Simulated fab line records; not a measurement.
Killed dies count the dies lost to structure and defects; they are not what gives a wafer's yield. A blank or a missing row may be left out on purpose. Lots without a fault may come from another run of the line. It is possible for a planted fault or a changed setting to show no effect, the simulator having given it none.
fab line records	flow n5Finfet
record: lots: 8	wafers: 24	lastDay: 17
route steps=1938 shown BEOL_M4@1111 BEOL_M13@1679 PASSIVATION@1936
lots that met no fault: taken from a fault-free run of the same line
startH: hours from the record's first day to the start of the lot's first wafer shown	waitH: hours from the lot's prior step to this one	" identical to the entry in the row above	L1.1+2: a single row standing in for several wafers	- no value present, or no start provided	* or withheld: withheld	< > ~ a bound
route shown NAME@n: names a module that has steps shown in the file, with the first one's number in the route	usual: average and standard deviation across the fault-free wafers	same: alike in all rows	chamber/n: place in a boat	sites: each site's reading	_std_site: standard deviation across them	_edge_site: mean of outer sites minus mean of inner sites	radiusMm: how far each site lies from the wafer's centre	mask NAME#n: copy n	behind: tool/chamber where the wafer was last shaped	hold: reason for holding the lot/hours on hold/outcome of the hold	device: the transistor (n, p or np) that didn't switch	end of line: tests of these same wafers at the route's end	for a step that has no rows: nothing shown but its recipe	killed: at the first sort, the dies lost to defects and structure; wafer yield is something else	map: a wafer's dies, x killed, . not, _ none there
set.NAME: the setting the step ran with; set.NAME@STEP: the setting that earlier step ran with	model.NAME: the simulator's own value behind a step, which no gauge read
a sample of lots followed through the steps of the route, with each step as a table and each wafer as a row
services: a tool's chamber out of use, with start hour (startH, from the record's first day; less than 0 if before it), hours out, and reason
== steps ==
step: N5_BEOL_M4_RC_MEAS_101
usual: DIBL_N: 36.8/1.5	DIBL_P: 37.1/2.1	IOFF_N: 0.168/0.03	IOFF_P: 0.22/0.034	ION_N: 679/12	ION_P: 466/8	SS_N: 71.7/0.58	SS_P: 73.5/0.67	VT_N: 248.8/2.7	VT_P: -250/3.3
lot.wafer	tool	chamber	startH	waitH	DIBL_N[mV/V]	DIBL_P[mV/V]	IOFF_N[nA/um]	IOFF_P[nA/um]	ION_N[uA/um]	ION_P[uA/um]	SS_N[mV/dec]	SS_P[mV/dec]	VT_N[mV]	VT_P[mV]
L383.1	prober-02	0	216.12	0.0	40.3	41.8	0.264	0.28	698	468	72.5	74.9	243.8	-250
L383.2	"	0	"	"	36.5	36.5	0.150	0.18	660	452	70.7	74.0	251.1	-253
L383.3	"	0	"	"	38.9	41.4	0.217	0.27	677	467	72.4	74.1	244.8	-249
L384.2	prober-01	0	237.39	0.2	35.2	34.7	0.149	0.19	680	466	71.2	73.7	248.8	-253
L384.3	"	0	"	"	34.9	33.7	0.131	0.18	663	459	71.7	73.0	252.6	-254
L384.6	"	0	"	"	33.5	31.6	0.115	0.15	658	449	71.1	72.5	254.1	-255
L385.3	prober-02	0	240.63	0.3	37.1	39.3	0.176	0.24	677	463	72.4	73.6	250.6	-246
L385.4	"	0	"	"	36.8	40.2	0.175	0.27	670	463	72.5	74.6	249.6	-246
L385.6	"	0	"	"	37.4	40.5	0.181	0.27	674	466	72.5	74.3	247.8	-246
L391.1	prober-01	0	268.45	0.0	38.4	38.2	0.189	0.24	696	480	72.0	73.4	246.2	-250
L391.2	"	0	"	"	37.9	37.6	0.169	0.24	677	464	71.6	73.5	245.0	-249
L391.5	"	0	"	"	37.8	38.1	0.193	0.25	708	484	72.4	74.2	243.7	-245
L390.1	prober-01	0	269.38	0.0	35.7	36.8	0.139	0.22	681	472	71.1	73.4	252.4	-251
L390.4	"	0	"	"	33.8	33.9	0.118	0.17	674	468	70.9	72.4	253.6	-252
L390.5	"	0	"	"	37.9	39.5	0.169	0.27	676	471	71.7	73.9	244.6	-246
L392.1	prober-01	0	275.70	0.0	36.0	37.5	0.143	0.21	670	462	72.4	74.4	250.8	-251
L392.3	"	0	"	"	36.6	37.5	0.163	0.20	677	460	72.0	73.6	247.4	-251
L392.4	"	0	"	"	33.2	33.1	0.102	0.15	651	451	71.3	72.1	255.1	-254
L394.1	prober-02	0	288.14	0.0	39.5	39.8	0.233	0.28	712	478	71.8	74.5	244.4	-247
L394.2	"	0	"	"	36.3	36.0	0.149	0.21	687	472	71.4	73.2	250.9	-249
L394.3	"	0	"	"	37.7	37.7	0.182	0.23	695	476	72.2	73.2	248.9	-250
L396.2	prober-01	0	314.67	0.2	37.7	38.6	0.167	0.25	676	467	71.3	73.1	249.5	-246
L396.4	"	0	"	"	38.0	37.2	0.171	0.22	680	469	71.0	72.6	249.2	-248
L396.5	"	0	"	"	35.4	34.7	0.135	0.18	667	455	71.3	72.9	252.4	-251
step: N5_BEOL_M13_CD_MEAS_17
recipe: targetCdNm: 190	polarity: opening
usual: cdNm: 191.9/1.5
lot.wafer	tool	chamber	startH	waitH	cdNm
L383.1	cdSem-01	-	284.28	0.0	190.9
L383.2	"	-	"	"	191.8
L383.3	"	-	"	"	192.3
L384.2	cdSem-01	-	303.03	0.0	191.8
L384.3	"	-	"	"	191.6
L384.6	"	-	"	"	191.2
L385.3	cdSem-02	-	320.98	0.0	194.1
L385.4	"	-	"	"	193.5
L385.6	"	-	"	"	195.4
L390.1	cdSem-01	-	348.09	0.0	191.7
L390.4	"	-	"	"	191.0
L390.5	"	-	"	"	192.4
L392.1	cdSem-03	-	352.05	0.0	193.0
L392.3	"	-	"	"	190.2
L392.4	"	-	"	"	190.6
L391.1	cdSem-03	-	354.22	0.0	191.6
L391.2	"	-	"	"	190.2
L391.5	"	-	"	"	192.9
L394.1	cdSem-01	-	357.82	0.0	191.6
L394.2	"	-	"	"	191.5
L394.3	"	-	"	"	194.6
L396.2	cdSem-02	-	373.88	0.0	192.5
L396.4	"	-	"	"	192.3
L396.5	"	-	"	"	192.5
step: N5_BEOL_M13_STRIP_37
recipe: chemistry: N2/H2	powerW: 1000	tempC: 250	h2Frac: 0.65	overashFraction: 0.3	pressureMtorr: withheld	n2FlowSccm: 1750	h2FlowSccm: 3250
usual: drypumpMotorCurrentA: 5.8/0.5	heaterPowerW: 356/24	oesProductAu: 0.785/0.011
lot.wafer	tool	chamber	startH	waitH	drypumpMotorCurrentA	heaterPowerW	oesProductAu	rfHoursCounterH
L383.1	plasmaAsher-01	0	285.44	0.0	5.0	363	0.781	78
L383.2	"	1	"	"	6.3	350	0.778	78
L383.3	"	0	"	"	5.0	366	0.781	-
L384.2	plasmaAsher-02	1	304.18	0.0	5.8	320	0.786	133
L384.3	"	0	"	"	5.9	394	0.777	-
L384.6	"	1	"	"	5.9	314	0.777	-
L385.3	plasmaAsher-02	0	322.03	0.1	5.8	392	0.788	-
L385.4	"	1	"	"	5.9	311	0.787	-
L385.6	"	1	"	"	5.8	325	0.796	-
L390.1	plasmaAsher-02	1	349.12	0.0	5.9	317	0.787	141
L390.4	"	1	"	"	5.8	315	0.796	-
L390.5	"	1	"	"	5.9	320	0.784	-
L392.1	plasmaAsher-01	0	353.09	0.0	5.0	370	0.784	91
L392.3	"	1	"	"	6.4	361	0.780	-
L392.4	"	0	"	"	5.0	361	0.788	-
L391.1	plasmaAsher-01	0	355.25	0.0	5.0	346	0.787	91
L391.2	"	1	"	"	6.4	354	0.791	91
L391.5	"	1	"	"	6.4	358	0.780	-
L394.1	plasmaAsher-01	0	358.99	0.0	5.0	370	0.797	92
L394.2	"	1	"	"	6.4	355	0.787	92
L394.3	"	0	"	"	5.0	356	0.788	-
L396.2	plasmaAsher-01	0	374.91	0.0	5.0	369	0.785	95
L396.4	"	0	"	"	5.0	351	0.779	-
L396.5	"	0	"	"	5.0	359	0.788	-
step: N5_BEOL_M13_SPUTTER_45
recipe: material: Cu	targetThkA: 800	tempC: -20	biasV: 60	powerW: 26000	chamberPressurePa: 0.13	timeS: 13.33
usual: cathodeDcPowerW: 26001/4.9	chuckGasFlowSccm: 1.26/0.058	throttleValvePct: 30.0/0.74
lot.wafer	tool	chamber	startH	waitH	cathodeDcPowerW	chuckGasFlowSccm	throttleValvePct
L383.1	pvdSputter-02	-	288.11	0.0	26007	1.30	30.9
L383.2	"	-	"	"	25998	1.35	28.9
L383.3	"	-	"	"	26009	1.28	31.1
L384.2	pvdSputter-03	-	309.55	0.0	25996	1.29	30.4
L384.3	"	-	"	"	26000	1.28	29.0
L384.6	"	-	"	"	26001	1.24	29.3
L385.3	pvdSputter-01	-	327.82	0.0	25998	1.26	29.5
L385.4	"	-	"	"	25998	1.23	29.8
L385.6	"	-	"	"	26000	1.24	29.4
L390.1	pvdSputter-02	-	351.32	0.0	25994	1.28	29.3
L390.4	"	-	"	"	25998	1.17	31.3
L390.5	"	-	"	"	26002	1.26	29.2
L392.1	pvdSputter-02	-	353.71	0.0	26005	1.28	29.2
L392.3	"	-	"	"	26000	1.17	30.8
L392.4	"	-	"	"	26001	1.25	31.3
L391.1	pvdSputter-03	-	356.77	0.0	25997	1.39	29.8
L391.2	"	-	"	"	26004	1.20	30.6
L391.5	"	-	"	"	26000	1.22	30.2
L394.1	pvdSputter-02	-	359.73	0.0	25997	1.20	30.8
L394.2	"	-	"	"	25998	1.21	29.2
L394.3	"	-	"	"	26000	1.27	29.1
L396.2	pvdSputter-02	-	378.29	0.0	26002	1.22	29.4
L396.4	"	-	"	"	26003	1.25	29.1
L396.5	"	-	"	"	25989	1.21	29.4
step: N5_BEOL_M13_CMP_49
recipe: stopOn: SiOC	tOverpolishS: 17.1	downForcePsi: 1	platenRpm: 50	clearingPlatenDownForcePsi: 1.5	clearingPlatenRpm: 50	postCmpClean: cuAlkaline	targetThkNm: 420	clearingPlatenPadVelocityMS: 0.99484	padVelocityMS: 0.99484
usual: barrierFieldEndpointS: 30.8/0.78	clearingPlatenDownForcePsi: 1.500/0.0032	clearingPlatenRpm: 50.003/0.024	motorCurrentA: 6.4/0.72	overpolishRunS: 17.100/0.0093
lot.wafer	tool	chamber	startH	waitH	barrierFieldEndpointS	clearingPlatenDownForcePsi	clearingPlatenRpm	motorCurrentA	overpolishRunS
L383.2	cmp-01	1	288.73	0.2	-	-	-	-	-
L383.3	"	2	"	"	-	-	-	-	-
L383.1	"	3	"	"	-	-	-	-	-
L384.2	cmp-01	2	310.13	0.2	-	-	-	-	-
L384.3	"	0	"	"	-	-	-	-	-
L384.6	"	2	"	"	-	-	-	-	-
L385.4	cmp-01	3	328.57	0.2	-	-	-	-	-
L385.3	"	0	"	"	-	-	-	-	-
L385.6	"	2	"	"	-	-	-	-	-
L390.4	cmp-01	3	352.01	0.2	30.6	1.497	49.976	7.0	17.114
L390.1	"	0	"	"	30.4	1.499	50.011	6.0	17.103
L390.5	"	3	"	"	30.5	1.499	49.973	7.2	17.097
L392.4	cmp-01	0	354.32	0.2	31.6	1.494	49.987	5.7	17.094
L392.1	"	1	"	"	31.0	1.503	50.014	6.3	17.090
L392.3	"	2	"	"	32.8	1.497	49.968	5.3	17.100
L391.2	cmp-03	2	357.35	0.2	30.6	1.500	49.937	7.2	17.094
L391.1	"	3	"	"	29.5	1.497	50.026	6.2	17.107
L391.5	"	3	"	"	30.5	1.496	50.008	6.1	17.092
L394.3	cmp-01	1	360.34	0.2	31.3	1.497	50.006	6.2	17.095
L394.2	"	2	"	"	31.7	1.503	50.026	5.3	17.093
L394.1	"	3	"	"	31.0	1.503	50.007	7.4	17.113
L396.4	cmp-01	1	379.00	0.1	31.1	1.499	49.997	6.2	17.108
L396.2	"	2	"	"	32.6	1.507	50.001	5.2	17.088
L396.5	"	1	"	"	32.0	1.499	49.983	6.1	17.097
step: N5_BEOL_M13_THK_MEAS_50
recipe: thkMeasGauge: xrf	reads: Cu_of_BEOL_M13_ECD_47
usual: M13_THK: 415/6.3
lot.wafer	tool	chamber	startH	waitH	M13_THK[nm]
L383.1	filmMetro-01	-	288.98	0.1	923
L383.2	"	-	"	"	929
L383.3	"	-	"	"	927
L384.2	filmMetro-02	-	310.42	0.3	927
L384.3	"	-	"	"	919
L384.6	"	-	"	"	921
L385.3	filmMetro-02	-	328.79	0.1	915
L385.4	"	-	"	"	923
L385.6	"	-	"	"	921
L390.1	filmMetro-01	-	352.27	-	415
L390.4	"	-	"	"	411
L390.5	"	-	"	"	415
L392.1	filmMetro-01	-	354.58	-	425
L392.3	"	-	"	"	426
L392.4	"	-	"	"	421
L391.1	filmMetro-02	-	357.65	-	413
L391.2	"	-	"	"	412
L391.5	"	-	"	"	415
L394.1	filmMetro-02	-	360.60	-	415
L394.2	"	-	"	"	410
L394.3	"	-	"	"	425
L396.2	filmMetro-01	-	379.30	-	423
L396.4	"	-	"	"	411
L396.5	"	-	"	"	419
step: N5_BEOL_M13_RS_MEAS_54
recipe: thkMeasGauge: four-point-probe	reads: Cu_of_BEOL_M13_ECD_47+Ta_of_BEOL_M13_SPUTTER_44+TaN_of_BEOL_M13_SPUTTER_43
usual: M13_RS: 0.0447/0.0006
lot.wafer	tool	chamber	startH	waitH	M13_RS[ohm/sq]
L383.1	filmMetro-01	-	289.11	0.0	0.0182
L383.2	"	-	"	"	0.0182
L383.3	"	-	"	"	0.0181
L384.2	filmMetro-02	-	310.55	0.1	0.0180
L384.3	"	-	"	"	0.0181
L384.6	"	-	"	"	0.0181
L385.3	filmMetro-02	-	328.92	0.1	0.0182
L385.4	"	-	"	"	0.0182
L385.6	"	-	"	"	0.0182
L390.1	filmMetro-02	-	352.40	0.0	0.0445
L390.4	"	-	"	"	0.0454
L390.5	"	-	"	"	0.0447
L392.1	filmMetro-01	-	354.71	0.0	0.0438
L392.3	"	-	"	"	0.0438
L392.4	"	-	"	"	0.0446
L391.1	filmMetro-02	-	357.77	0.0	0.0447
L391.2	"	-	"	"	0.0449
L391.5	"	-	"	"	0.0446
L394.1	filmMetro-02	-	360.73	0.0	0.0448
L394.2	"	-	"	"	0.0452
L394.3	"	-	"	"	0.0437
L396.2	filmMetro-01	-	379.43	0.1	0.0439
L396.4	"	-	"	"	0.0451
L396.5	"	-	"	"	0.0445
step: N5_BEOL_M13_INSPECT_55
recipe: inspectInstrument: darkfield	mode: postDep
usual: rawDefectCount: 69/23
lot.wafer	tool	chamber	startH	waitH	rawDefectCount
L383.1	defectInspect-01	-	289.14	0.0	3130
L383.2	"	-	"	"	3117
L383.3	"	-	"	"	3216
L384.2	defectInspect-02	-	310.58	0.0	3311
L384.3	"	-	"	"	3031
L384.6	"	-	"	"	3090
L385.3	defectInspect-02	-	328.95	0.0	3219
L385.4	"	-	"	"	3258
L385.6	"	-	"	"	3150
L390.1	defectInspect-02	-	352.43	0.0	64
L390.4	"	-	"	"	69
L390.5	"	-	"	"	87
L392.1	defectInspect-01	-	354.73	0.0	103
L392.3	"	-	"	"	65
L392.4	"	-	"	"	76
L391.1	defectInspect-01	-	357.80	0.0	24
L391.2	"	-	"	"	40
L391.5	"	-	"	"	37
L394.1	defectInspect-02	-	360.75	0.0	64
L394.2	"	-	"	"	59
L394.3	"	-	"	"	47
L396.2	defectInspect-02	-	379.46	0.0	47
L396.4	"	-	"	"	94
L396.5	"	-	"	"	65
step: N5_PASSIVATION_PROBE_49
usual: defectLimitedYield: 91.0/1.5	killed_at_M0_to_M3: 34/11	killed_at_M4_up: 14/5.3	killedAtContacts: 13/7	killedAtFrontEnd: 41/13	killedAtOther: 4/3.1	killedDies: 106/17	killedOnRim: 14/3.9	killedOpen: 70/12	killedShort: 35/8	sort_bin_5_function: 5.2/0.98	sort_bin_6_memory: 3.4/0.69	sortNPass: 1074/17	sortYieldPct: 91.0/1.5
same: grossDies: 1180	killedAtBackSide: 0	sort_bin_4_leakage[%]: 0	sort_bin_8_speed[%]: 0
lot.wafer	tool	chamber	startH	waitH	defectLimitedYield[%]	killed_at_M0_to_M3	killed_at_M4_up	killedAtContacts	killedAtFrontEnd	killedAtOther	killedDies	killedOnRim	killedOpen	killedShort	sort_bin_5_function[%]	sort_bin_6_memory[%]	sortNPass	sortYieldPct[%]
L383.1	prober-01	-	317.91	0.0	0	47	1078	6	48	1	1180	152	67	48	5.9	3.6	0	0
L383.2	prober-01	-	317.96	0.1	0	41	1073	8	53	5	1180	152	66	48	5.7	3.9	0	0
L383.3	prober-01	-	318.01	0.1	0	26	1071	21	61	1	1180	152	82	38	5.8	3.8	0	0
L384.2	prober-02	-	339.64	0.1	0	15	1081	18	59	7	1180	152	67	42	4.8	4.0	0	0
L384.3	prober-02	-	339.69	0.1	0	10	1109	17	40	4	1180	152	51	32	3.3	3.4	0	0
L384.6	prober-02	-	339.84	0.3	0	24	1071	32	46	7	1180	152	81	39	5.3	4.9	0	0
L385.3	prober-02	-	356.60	0.1	0	23	1115	3	33	6	1180	152	40	35	3.6	2.7	0	0
L385.4	prober-02	-	356.65	0.2	0	35	1094	12	33	6	1180	152	63	34	4.7	3.3	0	0
L385.6	prober-02	-	356.75	0.3	0	32	1076	18	47	7	1180	152	82	33	5.9	3.6	0	0
killed by level:class
L383.1 BEOL_M13:areaCmp=1064 BEOL_M0_SAQP:geometricParticle:short=14 BEOL_M0_SAQP:geometricParticle:open=14 STI_FIN_REVEAL:geometricParticle:open=8 BEOL_M3:geometricParticle:open=8 DUMMY_GATE:geometricParticle:open=7 BEOL_M1:geometricParticle:open=6 FIN_SAQP:geometricParticle:short=5
L383.2 BEOL_M13:areaCmp=1061 BEOL_M0_SAQP:geometricParticle:short=15 BEOL_M0_SAQP:geometricParticle:open=15 STI_FIN_REVEAL:geometricParticle:open=13 FIN_SAQP:geometricParticle:open=9 FIN_SAQP:geometricParticle:short=6 STI_FIN_REVEAL:geometricParticle:short=5 BEOL_M1:geometricParticle:open=5
L383.3 BEOL_M13:areaCmp=1060 FIN_SAQP:geometricParticle:open=17 STI_FIN_REVEAL:geometricParticle:open=17 MOL_CONTACT_COAG:geometricParticle:open=16 FIN_SAQP:geometricParticle:short=7 BEOL_M0_SAQP:geometricParticle:open=7 STI_FIN_REVEAL:geometricParticle:short=5 MOL_CONTACT_COAG:geometricParticle:short=5
L384.2 BEOL_M13:areaCmp=1071 STI_FIN_REVEAL:geometricParticle:open=22 MOL_CONTACT_COAG:geometricParticle:open=15 FIN_SAQP:geometricParticle:open=9 FIN_SAQP:geometricParticle:short=8 STI_FIN_REVEAL:geometricParticle:short=7 BEOL_M0:geometricParticle:short=5 GATE_CUT:geometricParticle:short=3
L384.3 BEOL_M13:areaCmp=1094 MOL_CONTACT_COAG:geometricParticle:open=13 FIN_SAQP:geometricParticle:open=9 GATE_CUT:geometricParticle:short=8 STI_FIN_REVEAL:geometricParticle:open=6 FIN_SAQP:geometricParticle:short=5 BEOL_M4:geometricParticle:open=5 MOL_CONTACT_COAG:geometricParticle:short=4
L384.6 BEOL_M13:areaCmp=1057 MOL_CONTACT_COAG:geometricParticle:open=25 STI_FIN_REVEAL:geometricParticle:open=15 BEOL_M3:geometricParticle:open=8 MOL_CONTACT_COAG:geometricParticle:short=7 FIN_SAQP:geometricParticle:open=6 FIN_SAQP:geometricParticle:short=5 STI_FIN_REVEAL:geometricParticle:short=5
L385.3 BEOL_M13:areaCmp=1104 DUMMY_GATE:geometricParticle:open=9 BEOL_M0_SAQP:geometricParticle:open=8 STARTING-WAFER:geometricParticle:short=6 FIN_SAQP:geometricParticle:short=4 BEOL_M0_SAQP:geometricParticle:short=4 BEOL_M2:geometricParticle:open=4 BEOL_M4:geometricParticle:open=4
L385.4 BEOL_M13:areaCmp=1083 BEOL_M2:geometricParticle:open=11 STI_FIN_REVEAL:geometricParticle:open=7 MOL_CONTACT_COAG:geometricParticle:open=7 GATE_CUT:geometricParticle:short=6 BEOL_M0_SAQP:geometricParticle:short=6 MOL_CONTACT_COAG:geometricParticle:short=5 BEOL_M1:geometricParticle:open=5
L385.6 BEOL_M13:areaCmp=1065 STI_FIN_REVEAL:geometricParticle:open=19 MOL_CONTACT_COAG:geometricParticle:open=15 BEOL_M3:geometricParticle:open=11 BEOL_M0_SAQP:geometricParticle:open=6 BEOL_M0_SAQP:geometricParticle:short=6 FIN_SAQP:geometricParticle:short=5 GATE_CUT:geometricParticle:short=5
== services ==
tool	chamber	startH	hours	kind
cmp-03	-	274.21	0.6	repair
cmp-01	-	277.37	1.1	repair
pvdSputter-02	-	288.44	40.3	repair
cmp-03	-	294.05	3.7	repair
cmp-01	-	322.87	0.9	repair
cmp-01	-	345.49	4.0	pm
cmp-01	-	349.49	-	consumableReplace:conditioner
cmp-01	-	349.49	-	consumableReplace:pad
cmp-03	-	352.81	0.8	repair
cmp-03	-	359.94	2.4	repair
pvdSputter-01	-	365.77	7.8	repair
plasmaAsher-02	-	371.17	0.6	repair
== key ==
firstSign: step: N5_BEOL_M13_CMP_49	reading: toolRecord	direction: missing
effect: step: N5_BEOL_M13_THK_MEAS_50	reading: M13_THK	direction: up	sigmas: 80	usual: 415	struck: 923
effect: step: N5_BEOL_M13_RS_MEAS_54	reading: M13_RS	direction: down	sigmas: 45	usual: 0.0447	struck: 0.0181
effect: step: N5_BEOL_M13_INSPECT_55	reading: rawDefectCount	direction: up	sigmas: 99+	usual: 69	struck: 3169
effect: step: N5_PASSIVATION_PROBE_49	reading: killed_at_M4_up	direction: up	sigmas: 99+	usual: 14	struck: 1085
moreKillsBornAt: N5_BEOL_M13_CMP_49@cmp-01: 9659
metAt N5_BEOL_M13_CMP_49
struckLots L383,L384,L385
laterRowsLeftOut L383.1,L383.2,L383.3,L384.2,L384.3,L384.6,L385.3,L385.4,L385.6
notActingAt N5_BEOL_M13_CD_MEAS_17,N5_BEOL_M13_STRIP_37,N5_BEOL_M13_SPUTTER_45
fault: kind: skippedStepWhole	tool: cmp-01	chamber: -	onsetH: 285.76	steps: N5_BEOL_M13_CMP_49	scope: struckLotsOnly
laterRowsLeftOut: the simulator's readings of these wafers behind a module that went badly wrong aren't trusted and aren't shown, but for the sort
